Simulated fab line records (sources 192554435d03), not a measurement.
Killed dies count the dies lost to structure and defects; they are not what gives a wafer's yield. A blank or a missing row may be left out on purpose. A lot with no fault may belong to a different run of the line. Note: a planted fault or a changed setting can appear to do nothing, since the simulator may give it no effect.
A struck lot beside a sound one + flow n5Finfet + 14 steps out of a route of 1938
Sound: these wafers, L840.1, L840.2, L840.5. Wafers struck: L838.1, L838.3, L838.4. At the end, the cause is stated.
Per side, at each step with rows, come the tool, then ch with its chambers, and then its first start. Under that, the readings that differ: sound wafers + struck wafers + difference of the means + sigmas: that difference in standard deviations of wafers without a fault.
alike: readings with means less than 2 such deviations apart, plus words and numbers identical on both sides. not compared: withheld readings, readings lacking a value on some wafer, bounds such as >300 that could conceal the same value, and numbers that have no deviation in the record and whose values overlap.
The two part at a step that has a row with sigmas, a row that says differs or no value, or rows on one side only. When numbers do not overlap yet have no deviation, they are printed without sigmas and do not part them. A reading missing from all wafers of one side parts the sides only when that side holds two or more wafers.

N5_FIN_SAQP_CD_MEAS_37: target cd 8 nm.
  sound on cdSem-02 at day 5 09:14; struck on cdSem-02 at day 5 00:02
  alike: cdNm
then, 3 steps without rows for these wafers: N5_FIN_SAQP_PRECLEAN_38 (cleans in O3/DIW, time 45 s); N5_FIN_SAQP_PRECLEAN_45 (cleans in dHF, time 10 s); N5_FIN_SAQP_SRD_39 (time 30 s).
N5_FIN_SAQP_OCD_MEAS_76:
  sound on ocd-01 at day 5 09:20; struck on ocd-01 at day 5 00:08
  alike: trenchDepthNm
N5_FIN_SAQP_INSPECT_40: inspects for defects (brightfield).
  sound on defectInspect-02 at day 5 09:22; struck on defectInspect-01 at day 5 00:11
| reading        | sound       | struck      | difference | sigmas |
|----------------|-------------|-------------|------------|--------|
| rawDefectCount | 419 554 307 | 289 235 247 | -170       | -2     |
then, 6 steps without rows for these wafers: N5_FIN_CUT_COAT_18 (time 60 s, resist thk 230 nm); N5_FIN_CUT_COAT_19 (time 60 s, resist thk 20 nm); N5_FIN_CUT_COAT_29 (time 60 s, resist thk 10 nm); N5_FIN_CUT_COAT_02 (resist thk 30 nm); N5_FIN_CUT_EBR_04; N5_FIN_CUT_SOFTBAKE_03 (time 60 s).
N5_FIN_CUT_EXPOSE_05: exposes mask FIN CUT.
  sound on euvScanner-02 ch 0, day 5 09:32; struck on euvScanner-02, day 5 00:28
  no value came back on the struck wafers for exposureDoseMJCm2, focusOffsetNm (nm); on the sound wafers exposureDoseMJCm2 reads 45.62 45.68 45.66
  alike: mask
then, 1 step without rows for these wafers: N5_FIN_CUT_PEB_06 (peb time 60 s).

## WHERE THEY PART
At N5_FIN_SAQP_INSPECT_40 first; at N5_FIN_CUT_EXPOSE_05 last (within this record only).

WHY: whatever the simulator had introduced
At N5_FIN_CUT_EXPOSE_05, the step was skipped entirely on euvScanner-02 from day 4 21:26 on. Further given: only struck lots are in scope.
